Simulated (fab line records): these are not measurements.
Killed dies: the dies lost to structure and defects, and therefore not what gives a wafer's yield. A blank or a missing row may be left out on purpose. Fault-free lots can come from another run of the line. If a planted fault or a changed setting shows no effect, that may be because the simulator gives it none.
Which tool was responsible?    flow nand_harc    12 lots, 36 wafers sampled, at 5 steps of a route of 1159

== WHAT EACH GAUGE READ, for each wafer ==
NHARC_A_SLIT_CD_MEAS_21. Usual: cd_nm 289.7 nm, standard deviation 1.
lot   measured      on         cd_nm (nm)         flag
L136  day 14 14:20  cd_sem-03  289.5 289.5 289.1  
L137  day 14 16:28  cd_sem-02  290.9 290.5 289.7  
L142  day 15 14:47  cd_sem-03  288.3 289.3 289.4  
L141  day 15 14:58  cd_sem-03  290.0 289.8 289.9  
L143  day 15 20:01  cd_sem-02  290.0 290.2 290.2  
L144  day 16 18:48  cd_sem-02  289.4 291.2 290.4  
L148  day 17 08:17  cd_sem-03  290.2 289.8 289.3  
L151  day 18 12:44  cd_sem-01  289.2 290.1 289.3  
L152  day 18 19:25  cd_sem-01  288.1 289.1 288.8  
L156  day 19 13:20  cd_sem-03  290.5 290.0 288.8  
L157  day 20 03:19  cd_sem-02  290.5 291.2 289.8  
L159  day 20 09:59  cd_sem-03  289.3 289.8 289.0  

NHARC_END_SORT_01. Usual: killed_at_array 26, standard deviation 10; killed_at_other 0.5, standard deviation 0.87; killed_at_periphery 3.0, standard deviation 2.5; killed_dies 29, standard deviation 11; killed_open 3.3, standard deviation 1.9; killed_short 1.8, standard deviation 1.5.
lot   measured      on         killed_at_array  killed_at_other  killed_at_periphery  killed_dies  killed_open  killed_short  flag
L151  day 23 07:02  prober-01  673 27 31        1 1 0            3 3 1                677 31 32    3 1 3        3 2 3         OFF
L152  day 23 22:07  prober-01  677 30 28        0 1 0            0 0 2                677 31 30    3 4 2        3 2 2         OFF

== WHAT TOOL EACH LOT RAN ON (gives the tool, then ch and the chambers of the sampled wafers, and finally the start) ==
lot   NHARC_A_SGD_CUT_ETCHBACK_24         NHARC_A_SGD_CUT_STRIP_28                       NHARC_A_WL_FILL_ALD_19
L136  rie_diel-04 ch 0,1,3, day 14 04:37  rie_diel-04 ch 0,2,3, day 14 14:20 or earlier  ald_metal-04 ch 0,2,3, day 15 21:01
L137  rie_diel-04 ch 0,3, day 14 07:41    rie_diel-04 ch 2,3, day 14 16:28 or earlier    ald_metal-04 ch 1,2,3, day 16 03:22
L142  rie_diel-04 ch 1,2,3, day 15 06:40  rie_diel-04 ch 1,2,3, day 15 14:47 or earlier  ald_metal-04 ch 1,2,3, day 16 22:49
L141  rie_diel-10 ch 1,2, day 15 06:41    rie_diel-10 ch 0,1,2, day 15 06:50             ald_metal-02 ch 0,1,3, day 17 01:52
L143  rie_diel-01 ch 0,3, day 15 10:49    rie_diel-01 ch 1,2, day 15 20:01 or earlier    ald_metal-01 ch 0,1,2, day 17 05:29
L144  rie_diel-04 ch 0,1,2, day 16 04:39  rie_diel-04 ch 0,3, day 16 18:48 or earlier    ald_metal-02 ch 0,1, day 18 04:32
L148  rie_diel-04 ch 0,2,3, day 17 01:31  rie_diel-04 ch 0,1,3, day 17 08:17 or earlier  ald_metal-01 ch 1,2,3, day 18 20:56
L151  rie_diel-10 ch 0,1,3, day 18 04:53  rie_diel-10 ch 1,3, day 18 12:44 or earlier    ald_metal-02 ch 0,2,3, day 19 20:22
L152  rie_diel-10 ch 1,3, day 18 10:39    rie_diel-10 ch 1,3, day 18 19:25 or earlier    ald_metal-02 ch 0,1,2, day 20 03:01
L156  rie_diel-01 ch 1,2,3, day 19 06:15  rie_diel-01 ch 0,1,3, day 19 13:20 or earlier  ald_metal-01 ch 0,1,3, day 20 21:41
L157  rie_diel-01 ch 0,1, day 19 19:39    rie_diel-01 ch 0,1,3, day 20 03:19 or earlier  ald_metal-01 ch 2,3, day 21 08:49
L159  rie_diel-01 ch 1,2,3, day 20 02:00  rie_diel-01 ch 0,1,2, day 20 09:59 or earlier  ald_metal-04 ch 0,2,3, day 21 15:47
- NHARC_A_SGD_CUT_ETCHBACK_24: etches the open film in CH3F/O2, target depth 50 nm, time 92.857 s.
- NHARC_A_SGD_CUT_STRIP_28: strips in O2, time 20 s.
- NHARC_A_WL_FILL_ALD_19: deposits TiN, target thk 2 nm, pulse time 3 s, ald cycles 100.

== WHAT THE TOOLS THEMSELVES READ (means of the sampled wafers that have a number; where no wafer has one, the mark that the record gives instead) ==
NHARC_A_SGD_CUT_ETCHBACK_24. Usual: drypump_motor_current_A 5.8 A, standard deviation 0.52; oes_product_au 0.97 a.u., standard deviation 0.038; rf_vpp_V 244.8 V, standard deviation 1.5; showerhead_plenum_p_Torr 2.49 Torr, standard deviation 0.092; throttle_valve_pct 20.663 %, standard deviation 0.0089.
lot   tool         drypump_motor_current_A (A)  oes_product_au (a.u.)  rf_vpp_V (V)  showerhead_plenum_p_Torr (Torr)  throttle_valve_pct (%)  flag
L136  rie_diel-04  5.6                          0.93                   245.7         2.55                             20.664                  
L137  rie_diel-04  5.8                          1.02                   244.7         2.54                             20.662                  
L142  rie_diel-04  5.9                          1.01                   246.4         2.58                             20.666                  
L141  rie_diel-10  5.7                          1.00                   244.8         2.46                             20.667                  
L143  rie_diel-01  6.4                          1.01                   245.0         2.50                             20.660                  
L144  rie_diel-04  5.5                          0.93                   244.7         2.56                             20.663                  
L148  rie_diel-04  5.6                          1.01                   246.5         2.56                             20.652                  
L151  rie_diel-10  6.0                          0.95                   244.2         2.39                             20.662                  
L152  rie_diel-10  6.0                          0.93                   242.8         2.38                             20.659                  
L156  rie_diel-01  5.9                          1.00                   244.3         2.44                             20.663                  
L157  rie_diel-01  6.3                          0.93                   246.5         2.57                             20.657                  
L159  rie_diel-01  5.9                          0.93                   244.5         2.44                             20.664                  

NHARC_A_SGD_CUT_STRIP_28. Usual: drypump_motor_current_A 5.8 A, standard deviation 0.53; oes_product_au 1.004 a.u., standard deviation 0.0093; rf_vpp_V 57.9 V, standard deviation 0.9; showerhead_plenum_p_Torr 3.57 Torr, standard deviation 0.13; throttle_valve_pct 17.036 %, standard deviation 0.0085.
lot   tool         drypump_motor_current_A (A)  oes_product_au (a.u.)  rf_vpp_V (V)  showerhead_plenum_p_Torr (Torr)  throttle_valve_pct (%)  flag
L136  rie_diel-04  5.5                          1.001                  57.9          3.66                             17.035                  
L137  rie_diel-04  5.8                          1.008                  58.5          3.71                             17.042                  
L142  rie_diel-04  5.9                          1.010                  58.3          3.70                             17.037                  
L141  rie_diel-10  5.8                          1.001                  57.2          3.49                             17.030                  
L143  rie_diel-01  5.8                          0.996                  58.1          3.61                             17.045                  
L144  rie_diel-04  5.3                          1.005                  58.5          3.62                             17.033                  
L148  rie_diel-04  5.7                          1.013                  57.9          3.65                             17.029                  
L151  rie_diel-10  6.0                          0.988                  57.5          3.42                             17.037                  
L152  rie_diel-10  6.0                          0.999                  57.9          3.42                             17.040                  
L156  rie_diel-01  6.4                          1.012                  57.8          3.58                             17.046                  
L157  rie_diel-01  6.4                          1.001                  57.5          3.58                             17.041                  
L159  rie_diel-01  5.8                          1.004                  58.0          3.61                             17.029                  

NHARC_A_WL_FILL_ALD_19. Usual: heater_power_w 1142 W, standard deviation 110; precursor_pulse_height_rel 0.999, standard deviation 0.02.
lot   tool          heater_power_w (W)  precursor_pulse_height_rel  flag
L136  ald_metal-04  1146                0.994                       
L137  ald_metal-04  1059                1.014                       
L142  ald_metal-04  1075                1.004                       
L141  ald_metal-02  1153                0.975                       
L143  ald_metal-01  1202                1.005                       
L144  ald_metal-02  1191                1.002                       
L148  ald_metal-01  1246                1.004                       
L151  ald_metal-02  1100                0.999                       
L152  ald_metal-02  1140                0.993                       
L156  ald_metal-01  1154                0.991                       
L157  ald_metal-01  1212                0.995                       
L159  ald_metal-04  1163                0.981                       

== THE ANSWER, worked out from the rows above alone ==
Rule: lot off if the mean of its wafers having a number is beyond 3 standard deviations from the usual mean. A lot without any number at a reading at which 4 lots or more have one is off too. Where the step has rows for the other lots, those lots are counted as sound. After the gauges, taken in route order, come the tools' own readings; for these a lot's mean is taken, as printed above. The first step at which some lot is off is used, and at that step the reading that is off furthest; a lot without a number counts as furthest.
Off: L151, L152 (NHARC_END_SORT_01, killed_at_array). Neither off nor sound, because the step has no rows for them: L136, L137, L142, L141, L143, L144, L148, L156, L157, L159.
A tool fits if, at a process step before that reading, it ran every lot that is off, and no sound lot after the first of them. The gauges at NHARC_END_SORT_01 are tried like those tools. Because NHARC_A_SGD_CUT_STRIP_28 lacks a start for some lots, the hours and order of its lots are taken from NHARC_A_SLIT_CD_MEAS_21. Can't be told from this: 3 tools fit, rie_diel-10 at NHARC_A_SGD_CUT_ETCHBACK_24 and NHARC_A_SGD_CUT_STRIP_28, ald_metal-02 at NHARC_A_WL_FILL_ALD_19, prober-01 at NHARC_END_SORT_01.

== WHAT THE SIMULATOR HAD PUT IN ==
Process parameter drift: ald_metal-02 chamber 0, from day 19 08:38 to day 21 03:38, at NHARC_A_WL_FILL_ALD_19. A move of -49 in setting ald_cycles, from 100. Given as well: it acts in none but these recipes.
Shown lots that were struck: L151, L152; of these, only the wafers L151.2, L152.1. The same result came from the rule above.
